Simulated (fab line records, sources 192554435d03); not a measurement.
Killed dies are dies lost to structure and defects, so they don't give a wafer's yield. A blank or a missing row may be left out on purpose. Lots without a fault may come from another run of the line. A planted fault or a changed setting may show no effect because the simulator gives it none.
One fault seen from 2 desks | flow n5_finfet | each desk has only its own numbers; what lay behind them comes last

THE TOOL OWNER'S DESK: wet_bench-02
The tool's own readings at N5_SD_EPI_P_HM_STRIP_48 (strips SiNx in H3PO4, material SiNx, target depth 3 nm): means of the sampled wafers that have a number, for each lot that ran on this tool. A lot is out of limits, marked OUT, if its mean lies more than 4 standard deviations from the usual mean; the brackets give that distance.
Columns: A = bath_guard_temp_C at N5_SD_EPI_P_HM_STRIP_48, usual 160.0 C; B = bath_heat_duty_pct at N5_SD_EPI_P_HM_STRIP_48, usual 27.5 %
lot  | first seen here | A     | B
L493 | day 4 02:09     | 160.1 | 29.0
L500 | day 6 04:26     | 160.3 | 28.3
L501 | day 6 05:21     | 160.0 | 29.7
This desk's finding: nothing out of limits on any of the 3 lots.

THE METROLOGY DESK
What the gauges read, lot by lot, whatever tool the lot ran on: means of the sampled wafers that have a number. A lot is out of limits, marked OUT, if its mean lies more than 4 standard deviations from the usual mean; the brackets give that distance. Of its 10 readings 7 are shown: those that lie furthest out on some lot.
Columns: A = DIBL_N at N5_BEOL_M4_RC_MEAS_101, usual 36.8 mV/V; B = DIBL_P at N5_BEOL_M4_RC_MEAS_101, usual 37.1 mV/V; C = IOFF_N at N5_BEOL_M4_RC_MEAS_101, usual 0.168 nA/um; D = IOFF_P at N5_BEOL_M4_RC_MEAS_101, usual 0.22 nA/um; E = ION_N at N5_BEOL_M4_RC_MEAS_101, usual 679 uA/um; F = ION_P at N5_BEOL_M4_RC_MEAS_101, usual 466 uA/um; G = VT_P at N5_BEOL_M4_RC_MEAS_101, usual -250 mV
lot  | first seen here | A    | B    | C     | D    | E   | F   | G
L494 | day 8 11:34     | 37.0 | 38.6 | 0.172 | 0.24 | 681 | 468 | -249
L493 | day 8 13:56     | 37.5 | 37.7 | 0.179 | 0.27 | 694 | 482 | -245
L500 | day 10 00:07    | 38.6 | 39.9 | 0.210 | 0.24 | 678 | 462 | -251
L501 | day 10 21:23    | 34.5 | 33.3 | 0.132 | 0.17 | 667 | 458 | -254
L505 | day 11 08:31    | 36.8 | 38.2 | 0.189 | 0.21 | 688 | 470 | -252
L506 | day 11 22:59    | 37.0 | 37.0 | 0.169 | 0.23 | 688 | 469 | -248
L507 | day 12 05:23    | 35.8 | 36.7 | 0.142 | 0.22 | 677 | 470 | -250
L511 | day 13 00:08    | 37.8 | 37.8 | 0.188 | 0.24 | 698 | 475 | -249
L510 | day 13 06:37    | 38.1 | 36.7 | 0.162 | 0.18 | 679 | 460 | -256
This desk's finding: nothing out of limits on any of the 9 lots.

PUT TOGETHER
The tool owner's desk saw nothing out of limits.
The metrology desk saw nothing out of limits.

WHAT THE SIMULATOR HAD PUT IN
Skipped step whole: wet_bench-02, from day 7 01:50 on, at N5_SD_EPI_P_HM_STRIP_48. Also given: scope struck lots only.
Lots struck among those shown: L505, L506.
